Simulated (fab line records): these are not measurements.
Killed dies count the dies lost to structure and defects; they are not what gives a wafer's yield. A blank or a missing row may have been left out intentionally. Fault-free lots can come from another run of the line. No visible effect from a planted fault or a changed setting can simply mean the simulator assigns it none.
Which tool is to blame? | flow n5-finfet | 57 wafers from 19 lots sampled at 6 of the route's 1938 steps

## WHAT THE GAUGES SHOWED, per wafer
The record holds no reading of a measuring or inspecting step that can be judged against a usual standard deviation.

## TOOL THAT RAN EACH LOT (tool first, then ch and the chambers of the sampled wafers, then the start)
lot  | N5_BEOL_M0_SAQP_ETCH_107           | N5_BEOL_M0_SAQP_ETCH_73            | N5_BEOL_M0_SAQP_ETCH_49            | N5_BEOL_M0_STRIP_140               | N5_BEOL_M0_ALD_136                  | N5_BEOL_M0_ANNEAL_135
L074 | rie-diel-01 ch 0,1,3, day 5 13:47  | rie-diel-01 ch 1,2, day 5 15:24    | rie-diel-02 ch 0,2, day 5 16:49    | rie-diel-04 ch 0,2, day 5 21:52    | ald-metal-02 ch 0,1, day 6 01:14    | pvd-sputter-03, day 6 02:31
L075 | rie-diel-06 ch 0,2,3, day 5 20:38  | rie-diel-06 ch 0,1,3, day 5 22:07  | rie-diel-06 ch 0,1,3, day 5 22:53  | rie-diel-05 ch 1,2,3, day 6 02:41  | ald-metal-04 ch 0,2,3, day 6 04:07  | pvd-sputter-02, day 6 04:53
L076 | rie-diel-01 ch 0,1,2, day 6 06:16  | rie-diel-06 ch 0,1,3, day 6 07:53  | rie-diel-02 ch 1,2,3, day 6 08:39  | rie-diel-03 ch 0,1,3, day 6 10:10  | ald-metal-03 ch 1,2, day 6 11:13    | pvd-sputter-02, day 6 13:29
L077 | rie-diel-02 ch 0,2, day 6 09:01    | rie-diel-01 ch 1,2, day 6 10:55    | rie-diel-06 ch 1,3, day 6 11:41    | rie-diel-05 ch 0,1,3, day 6 13:14  | ald-metal-04 ch 0,1,2, day 6 14:20  | pvd-sputter-01, day 6 15:13
L078 | rie-diel-06 ch 1,3, day 6 14:51    | rie-diel-01 ch 1,3, day 6 16:19    | rie-diel-01 ch 0,2,3, day 6 17:05  | rie-diel-05 ch 0,1,2, day 6 19:59  | ald-metal-02 ch 0,2,3, day 6 21:08  | pvd-sputter-01, day 6 23:39
L079 | rie-diel-01 ch 1,3, day 6 18:48    | rie-diel-06 ch 0,1,3, day 6 20:32  | rie-diel-06 ch 0,1, day 6 21:18    | rie-diel-03 ch 0,2, day 6 23:43    | ald-metal-02 ch 2,3, day 7 01:29    | pvd-sputter-01, day 7 02:13
L080 | rie-diel-02 ch 1,2, day 7 03:41    | rie-diel-01 ch 1,2,3, day 7 05:11  | rie-diel-01 ch 1,2, day 7 05:57    | rie-diel-03 ch 0,1, day 7 07:26    | ald-metal-03 ch 0,1,2, day 7 08:44  | pvd-sputter-03, day 7 09:33
L081 | rie-diel-06 ch 0,1, day 7 15:10    | rie-diel-02 ch 1,2, day 7 16:38    | rie-diel-02 ch 0,2,3, day 7 17:43  | rie-diel-03 ch 0,2,3, day 7 20:08  | ald-metal-03 ch 0,1,2, day 7 20:53  | pvd-sputter-02, day 7 23:19
L082 | rie-diel-01 ch 0,2,3, day 7 16:49  | rie-diel-01 ch 0,1,2, day 7 18:56  | rie-diel-02 ch 0,1,3, day 7 19:42  | rie-diel-04 ch 1,3, day 7 20:40    | ald-metal-02 ch 1,2,3, day 7 23:10  | pvd-sputter-02, day 7 23:57
L084 | rie-diel-01 ch 0,2,3, day 8 00:36  | rie-diel-01 ch 0,2,3, day 8 03:13  | rie-diel-06 ch 0,1,3, day 8 03:58  | rie-diel-03 ch 2,3, day 8 07:50    | ald-metal-03 ch 0,1,2, day 8 09:34  | pvd-sputter-01, day 8 11:04
L085 | rie-diel-06 ch 0,1,3, day 8 14:50  | rie-diel-06 ch 0,1, day 8 17:32    | rie-diel-02 ch 1,2, day 8 18:41    | rie-diel-04 ch 0,2,3, day 8 20:10  | ald-metal-03 ch 0,1, day 8 23:05    | pvd-sputter-03, day 8 23:53
L088 | rie-diel-02 ch 0,2,3, day 9 13:24  | rie-diel-02 ch 2,3, day 9 14:59    | rie-diel-02 ch 0,1,3, day 9 15:45  | rie-diel-04 ch 1,2, day 9 17:37    | ald-metal-02 ch 0,3, day 9 19:18    | pvd-sputter-03, day 9 20:01
L090 | rie-diel-06 ch 0,1, day 9 17:13    | rie-diel-02 ch 1,2, day 9 19:17    | rie-diel-02 ch 1,2, day 9 20:03    | rie-diel-03 ch 0,1,2, day 9 21:08  | ald-metal-03 ch 0,2, day 9 22:32    | pvd-sputter-01, day 10 00:25
L091 | rie-diel-06 ch 0,1, day 9 19:44    | rie-diel-02 ch 0,1,3, day 9 21:13  | rie-diel-06 ch 0,1, day 9 22:20    | rie-diel-03 ch 2,3, day 10 01:32   | ald-metal-04 ch 1,3, day 10 04:29   | pvd-sputter-02, day 10 05:14
L092 | rie-diel-02 ch 0,1,2, day 10 04:41 | rie-diel-01 ch 2,3, day 10 06:17   | rie-diel-01 ch 0,2,3, day 10 07:08 | rie-diel-05 ch 1,2,3, day 10 11:47 | ald-metal-03 ch 0,1,2, day 10 12:54 | pvd-sputter-03, day 10 13:40
L093 | rie-diel-01 ch 2,3, day 10 08:04   | rie-diel-06 ch 0,1,2, day 10 09:32 | rie-diel-01 ch 0,1,2, day 10 10:18 | rie-diel-03 ch 1,2, day 10 12:16   | ald-metal-04 ch 0,2,3, day 10 13:23 | pvd-sputter-01, day 10 15:49
L095 | rie-diel-02 ch 2,3, day 11 04:28   | rie-diel-06 ch 0,1, day 11 05:59   | rie-diel-01 ch 0,3, day 11 06:48   | rie-diel-04 ch 0,3, day 11 12:13   | ald-metal-04 ch 1,2,3, day 11 14:05 | pvd-sputter-01, day 11 14:55
L096 | rie-diel-06 ch 0,1,2, day 11 09:20 | rie-diel-02 ch 0,2,3, day 11 10:59 | rie-diel-01 ch 0,1,3, day 11 11:56 | rie-diel-03 ch 0,1,3, day 11 14:04 | ald-metal-03 ch 0,2, day 11 15:08   | pvd-sputter-01, day 11 19:59
L097 | rie-diel-06 ch 1,2,3, day 11 10:11 | rie-diel-02 ch 1,2,3, day 11 11:40 | rie-diel-01 ch 0,1,3, day 11 12:25 | rie-diel-05 ch 1,2,3, day 11 14:01 | ald-metal-02 ch 0,1,2, day 11 14:58 | pvd-sputter-02, day 11 15:56
- N5_BEOL_M0_SAQP_ETCH_107: etches SiNx in CH3F/O2, target depth 30 nm.
- N5_BEOL_M0_SAQP_ETCH_73: etches SiARC in CF4, target depth 19.5 nm, time 32.5 s.
- N5_BEOL_M0_SAQP_ETCH_49: etches SiO2 in CF4/O2, target depth 37 nm.
- N5_BEOL_M0_STRIP_140: strips in CF4.
- N5_BEOL_M0_ALD_136: deposits TaN, pulse time 2 s, purge time 3 s, co reactant purge time 2 s.
- N5_BEOL_M0_ANNEAL_135: time 60 s.

## AS READ BY THE TOOLS THEMSELVES (means over the sampled wafers that have a number; for cases with no such wafer, the mark the record gives instead)
N5_BEOL_M0_SAQP_ETCH_107. Usual: CH3F_flow_sccm 30.01 sccm, standard deviation 0.085; chamber-pressure-mTorr 29.998 mTorr, standard deviation 0.027; drypump-motor-current-A 5.54 A, standard deviation 0.26; oes-product-au 0.76 a.u., standard deviation 0.074; rf-vpp-V 297 V, standard deviation 6.7; showerhead-plenum-p-Torr 2.01 Torr, standard deviation 0.069; throttle-valve-pct 16.37 %, standard deviation 0.26.
lot  | tool        | CH3F_flow_sccm (sccm) | chamber-pressure-mTorr (mTorr) | drypump-motor-current-A (A) | oes-product-au (a.u.) | rf-vpp-V (V) | showerhead-plenum-p-Torr (Torr) | throttle-valve-pct (%) | flag
L074 | rie-diel-01 | 30.05                 | 29.990                         | 5.36                        | 0.79                  | 293          | 2.01                            | 16.40                  |
L075 | rie-diel-06 | 29.99                 | 30.016                         | 5.71                        | 0.79                  | 293          | 2.07                            | 16.26                  |
L076 | rie-diel-01 | 29.99                 | 29.988                         | 5.55                        | 0.72                  | 295          | 2.02                            | 16.52                  |
L077 | rie-diel-02 | 30.05                 | 30.008                         | 5.59                        | 0.81                  | 306          | 2.03                            | 16.07                  |
L078 | rie-diel-06 | 30.05                 | 29.985                         | 5.72                        | 0.82                  | 302          | 2.08                            | 16.19                  |
L079 | rie-diel-01 | 29.95                 | 30.009                         | 5.26                        | 0.81                  | 296          | 2.05                            | 16.47                  |
L080 | rie-diel-02 | 30.01                 | 29.976                         | 5.72                        | 0.86                  | 303          | 1.97                            | 16.12                  |
L081 | rie-diel-06 | 30.01                 | 30.020                         | 5.46                        | 0.70                  | 297          | 1.98                            | 16.52                  |
L082 | rie-diel-01 | 29.92                 | 29.994                         | 5.42                        | 0.77                  | 295          | 2.01                            | 16.60                  |
L084 | rie-diel-01 | 30.02                 | 30.023                         | 5.45                        | 0.76                  | 295          | 2.01                            | 16.62                  |
L085 | rie-diel-06 | 29.96                 | 30.003                         | 5.65                        | 0.75                  | 298          | 2.03                            | 16.41                  |
L088 | rie-diel-02 | 30.01                 | 29.993                         | 5.43                        | 0.75                  | 302          | 1.99                            | 16.26                  |
L090 | rie-diel-06 | 30.08                 | 30.004                         | 5.48                        | 0.69                  | 298          | 1.98                            | 16.55                  |
L091 | rie-diel-06 | 29.88                 | 30.002                         | 5.46                        | 0.68                  | 298          | 1.97                            | 16.55                  |
L092 | rie-diel-02 | 29.91                 | 29.983                         | 5.54                        | 0.77                  | 305          | 1.99                            | 16.23                  |
L093 | rie-diel-01 | 30.05                 | 29.995                         | 5.34                        | 0.77                  | 298          | 2.04                            | 16.71                  |
L095 | rie-diel-02 | 30.00                 | 29.990                         | 5.51                        | 0.77                  | 298          | 1.94                            | 16.24                  |
L096 | rie-diel-06 | 30.06                 | 30.007                         | 5.51                        | 0.69                  | 293          | 2.00                            | 16.47                  |
L097 | rie-diel-06 | 30.01                 | 29.991                         | 5.54                        | 0.74                  | 296          | 2.05                            | 16.27                  |

N5_BEOL_M0_SAQP_ETCH_73. Usual: chamber-pressure-mTorr is 40.00 mTorr with standard deviation 0.035, drypump-motor-current-A is 5.50 A with standard deviation 0.26, etch-rf-on-time-s is 32.6 s with standard deviation 0.66, oes-product-au is 0.66 a.u. with standard deviation 0.074, rf-vpp-V is 184.2 V with standard deviation 1.1, showerhead-plenum-p-Torr is 2.15 Torr with standard deviation 0.064, and throttle-valve-pct is 15.63 % with standard deviation 0.29.
lot  | tool        | chamber-pressure-mTorr (mTorr) | drypump-motor-current-A (A) | etch-rf-on-time-s (s) | oes-product-au (a.u.) | rf-vpp-V (V) | showerhead-plenum-p-Torr (Torr) | throttle-valve-pct (%) | flag
L074 | rie-diel-01 | 40.01                          | 5.57                        | 32.7                  | 0.60                  | 184.8        | 2.20                            | 15.73                  |
L075 | rie-diel-06 | 39.96                          | 5.66                        | 32.6                  | 0.65                  | 184.1        | 2.18                            | 15.60                  |
L076 | rie-diel-06 | 39.99                          | 5.66                        | 32.5                  | 0.65                  | 184.4        | 2.18                            | 15.61                  |
L077 | rie-diel-01 | 40.01                          | 5.55                        | 32.8                  | 0.59                  | 185.3        | 2.20                            | 15.73                  |
L078 | rie-diel-01 | 39.99                          | 5.38                        | 32.7                  | 0.65                  | 184.4        | 2.18                            | 15.61                  |
L079 | rie-diel-06 | 40.01                          | 5.65                        | 32.2                  | 0.65                  | 184.6        | 2.17                            | 15.62                  |
L080 | rie-diel-01 | 40.02                          | 5.45                        | 32.9                  | 0.64                  | 184.3        | 2.19                            | 15.80                  |
L081 | rie-diel-02 | 40.00                          | 5.74                        | 32.0                  | 0.73                  | 183.6        | 2.11                            | 15.37                  |
L082 | rie-diel-01 | 39.99                          | 5.56                        | 32.6                  | 0.61                  | 184.8        | 2.15                            | 15.78                  |
L084 | rie-diel-01 | 39.99                          | 5.44                        | 32.8                  | 0.65                  | 183.8        | 2.14                            | 15.85                  |
L085 | rie-diel-06 | 40.01                          | 5.44                        | 32.7                  | 0.59                  | 183.9        | 2.12                            | 15.82                  |
L088 | rie-diel-02 | 39.98                          | 5.50                        | 33.0                  | 0.66                  | 182.4        | 2.08                            | 15.48                  |
L090 | rie-diel-02 | 39.97                          | 5.71                        | 31.9                  | 0.72                  | 184.0        | 2.10                            | 15.41                  |
L091 | rie-diel-02 | 40.00                          | 5.36                        | 32.6                  | 0.64                  | 184.0        | 2.10                            | 15.64                  |
L092 | rie-diel-01 | 39.98                          | 5.37                        | 33.2                  | 0.66                  | 184.8        | 2.18                            | 15.91                  |
L093 | rie-diel-06 | 40.00                          | 5.52                        | 32.7                  | 0.60                  | 184.2        | 2.15                            | 15.75                  |
L095 | rie-diel-06 | 39.99                          | 5.63                        | 33.2                  | 0.58                  | 183.7        | 2.12                            | 15.91                  |
L096 | rie-diel-02 | 39.98                          | 5.44                        | 32.4                  | 0.72                  | 183.5        | 2.12                            | 15.35                  |
L097 | rie-diel-02 | 40.00                          | 5.60                        | 32.1                  | 0.68                  | 183.3        | 2.09                            | 15.47                  |

N5_BEOL_M0_SAQP_ETCH_49. Usual: chamber-pressure-mTorr 40.00 mTorr, standard deviation 0.04; drypump-motor-current-A 5.51 A, standard deviation 0.26; oes-product-au 0.78 a.u., standard deviation 0.081; rf-vpp-V 241 V, standard deviation 5.3; showerhead-plenum-p-Torr 2.21 Torr, standard deviation 0.066; throttle-valve-pct 15.82 %, standard deviation 0.28.
lot  | tool        | chamber-pressure-mTorr (mTorr) | drypump-motor-current-A (A) | oes-product-au (a.u.) | rf-vpp-V (V) | showerhead-plenum-p-Torr (Torr) | throttle-valve-pct (%) | flag
L074 | rie-diel-02 | 39.98                          | 5.36                        | 0.75                  | 247          | 2.25                            | 15.71                  |
L075 | rie-diel-06 | 40.01                          | 5.65                        | 0.78                  | 241          | 2.24                            | 15.83                  |
L076 | rie-diel-02 | 40.00                          | 5.60                        | 0.83                  | 243          | 2.16                            | 15.63                  |
L077 | rie-diel-06 | 39.98                          | 5.69                        | 0.82                  | 244          | 2.28                            | 15.61                  |
L078 | rie-diel-01 | 39.99                          | 5.44                        | 0.78                  | 239          | 2.21                            | 16.06                  |
L079 | rie-diel-06 | 40.03                          | 5.45                        | 0.70                  | 242          | 2.19                            | 16.02                  |
L080 | rie-diel-01 | 39.99                          | 5.64                        | 0.70                  | 243          | 2.27                            | 16.17                  |
L081 | rie-diel-02 | 40.00                          | 5.43                        | 0.76                  | 244          | 2.19                            | 15.71                  |
L082 | rie-diel-02 | 39.97                          | 5.36                        | 0.76                  | 242          | 2.17                            | 15.83                  |
L084 | rie-diel-06 | 40.05                          | 5.66                        | 0.75                  | 243          | 2.24                            | 15.87                  |
L085 | rie-diel-02 | 40.02                          | 5.78                        | 0.83                  | 248          | 2.19                            | 15.51                  |
L088 | rie-diel-02 | 39.99                          | 5.37                        | 0.75                  | 243          | 2.16                            | 15.87                  |
L090 | rie-diel-02 | 39.99                          | 5.77                        | 0.82                  | 247          | 2.19                            | 15.53                  |
L091 | rie-diel-06 | 39.98                          | 5.45                        | 0.68                  | 241          | 2.18                            | 16.07                  |
L092 | rie-diel-01 | 40.00                          | 5.43                        | 0.76                  | 239          | 2.20                            | 16.12                  |
L093 | rie-diel-01 | 39.99                          | 5.55                        | 0.79                  | 239          | 2.21                            | 15.90                  |
L095 | rie-diel-01 | 40.03                          | 5.35                        | 0.77                  | 234          | 2.15                            | 15.97                  |
L096 | rie-diel-01 | 40.02                          | 5.35                        | 0.83                  | 237          | 2.20                            | 15.78                  |
L097 | rie-diel-01 | 40.02                          | 5.35                        | 0.83                  | 237          | 2.20                            | 15.78                  |

N5_BEOL_M0_STRIP_140. Usual: bias-power-w is 75.03 W with standard deviation 0.24, chamber-pressure-mTorr is 50.00 mTorr with standard deviation 0.063, drypump-motor-current-A is 5.9 A with standard deviation 0.47, oes-product-au is 0.75 a.u. with standard deviation 0.075, rf-vpp-V is 270.8 V with standard deviation 1.7, showerhead-plenum-p-Torr is 1.78 Torr with standard deviation 0.046, and throttle-valve-pct is 13.60 % with standard deviation 0.24.
lot  | tool        | bias-power-w (W) | chamber-pressure-mTorr (mTorr) | drypump-motor-current-A (A) | oes-product-au (a.u.) | rf-vpp-V (V) | showerhead-plenum-p-Torr (Torr) | throttle-valve-pct (%) | flag
L074 | rie-diel-04 | 74.98            | 50.02                          | 6.4                         | 0.71                  | 271.5        | 1.80                            | 13.74                  |
L075 | rie-diel-05 | 75.18            | 49.99                          | 5.7                         | 0.71                  | 271.0        | 1.78                            | 13.59                  |
L076 | rie-diel-03 | 74.83            | 49.95                          | 5.8                         | 0.83                  | 269.7        | 1.78                            | 13.45                  |
L077 | rie-diel-05 | 75.12            | 50.00                          | 5.7                         | 0.71                  | 270.6        | 1.78                            | 13.50                  |
L078 | rie-diel-05 | 75.04            | 50.05                          | 5.6                         | 0.70                  | 269.8        | 1.74                            | 13.63                  |
L079 | rie-diel-03 | 75.20            | 49.98                          | 5.6                         | 0.72                  | 270.0        | 1.80                            | 13.77                  |
L080 | rie-diel-03 | 75.13            | 50.00                          | 5.8                         | 0.77                  | 270.9        | 1.78                            | 13.52                  |
L081 | rie-diel-03 | 75.04            | 50.01                          | 5.6                         | 0.77                  | 271.0        | 1.80                            | 13.75                  |
L082 | rie-diel-04 | 75.08            | 49.97                          | 6.1                         | 0.72                  | 272.5        | 1.80                            | 13.41                  |
L084 | rie-diel-03 | 74.97            | 49.95                          | 5.8                         | 0.77                  | 270.6        | 1.81                            | 13.87                  |
L085 | rie-diel-04 | 74.90            | 50.04                          | 6.3                         | 0.72                  | 271.0        | 1.79                            | 13.60                  |
L088 | rie-diel-04 | 75.19            | 50.03                          | 6.3                         | 0.69                  | 270.5        | 1.79                            | 13.82                  |
L090 | rie-diel-03 | 75.26            | 49.94                          | 6.0                         | 0.74                  | 271.5        | 1.79                            | 13.69                  |
L091 | rie-diel-03 | 75.29            | 50.01                          | 5.6                         | 0.80                  | 271.1        | 1.79                            | 13.75                  |
L092 | rie-diel-05 | 75.17            | 50.00                          | 5.7                         | 0.80                  | 272.3        | 1.85                            | 13.48                  |
L093 | rie-diel-03 | 74.77            | 49.93                          | 6.2                         | 0.73                  | 270.9        | 1.80                            | 13.82                  |
L095 | rie-diel-04 | 75.02            | 49.95                          | 6.3                         | 0.73                  | 269.8        | 1.76                            | 13.45                  |
L096 | rie-diel-03 | 74.98            | 50.08                          | 5.8                         | 0.78                  | 270.6        | 1.76                            | 13.56                  |
L097 | rie-diel-05 | 74.96            | 50.00                          | 5.7                         | 0.76                  | 271.0        | 1.84                            | 13.50                  |

N5_BEOL_M0_ALD_136. Usual: heater-power-w 406 W, standard deviation 29; mfc-carrier-sccm 1500 sccm, standard deviation 4.5.
lot  | tool         | heater-power-w (W) | mfc-carrier-sccm (sccm) | flag
L074 | ald-metal-02 | 375                | 1507                    |
L075 | ald-metal-04 | 396                | 1498                    |
L076 | ald-metal-03 | 423                | 1502                    |
L077 | ald-metal-04 | 405                | 1501                    |
L078 | ald-metal-02 | 428                | 1497                    |
L079 | ald-metal-02 | 416                | 1503                    |
L080 | ald-metal-03 | 410                | 1493                    |
L081 | ald-metal-03 | 411                | 1494                    |
L082 | ald-metal-02 | 400                | 1505                    |
L084 | ald-metal-03 | 414                | 1501                    |
L085 | ald-metal-03 | 399                | 1495                    |
L088 | ald-metal-02 | 425                | 1502                    |
L090 | ald-metal-03 | 405                | 1498                    |
L091 | ald-metal-04 | 404                | 1499                    |
L092 | ald-metal-03 | 410                | 1500                    |
L093 | ald-metal-04 | 396                | 1500                    |
L095 | ald-metal-04 | 387                | 1501                    |
L096 | ald-metal-03 | 402                | 1501                    |
L097 | ald-metal-02 | 401                | 1498                    |

N5_BEOL_M0_ANNEAL_135. Usual: heater-power-w reads 832 W (standard deviation 64).
lot  | tool           | heater-power-w (W) | flag
L074 | pvd-sputter-03 | 879                |
L075 | pvd-sputter-02 | 767                |
L076 | pvd-sputter-02 | 799                |
L077 | pvd-sputter-01 | 827                |
L078 | pvd-sputter-01 | 804                |
L079 | pvd-sputter-01 | 834                |
L080 | pvd-sputter-03 | 921                |
L081 | pvd-sputter-02 | 810                |
L082 | pvd-sputter-02 | 845                |
L084 | pvd-sputter-01 | 850                |
L085 | pvd-sputter-03 | 866                |
L088 | pvd-sputter-03 | 900                |
L090 | pvd-sputter-01 | 826                |
L091 | pvd-sputter-02 | 814                |
L092 | pvd-sputter-03 | 845                |
L093 | pvd-sputter-01 | 822                |
L095 | pvd-sputter-01 | 840                |
L096 | pvd-sputter-01 | 783                |
L097 | pvd-sputter-02 | 803                |

## THE ANSWER, worked out from the rows above alone
Rule: lot off if the mean of its wafers having a number is beyond 3 standard deviations from the usual mean. Also off: a lot with no number at a reading for which 4 or more lots have one. Any other lot the step has rows for is counted as sound. The gauges are gone through in route order, then the tools' own readings, and for those a lot's mean is taken as printed above. At the first step where some lot is off, the reading lying furthest off is the one used; lots without a number count as furthest.
No lot is off at any reading shown: from this, nothing can be told.

## WHAT HAD BEEN PUT IN BY THE SIMULATOR
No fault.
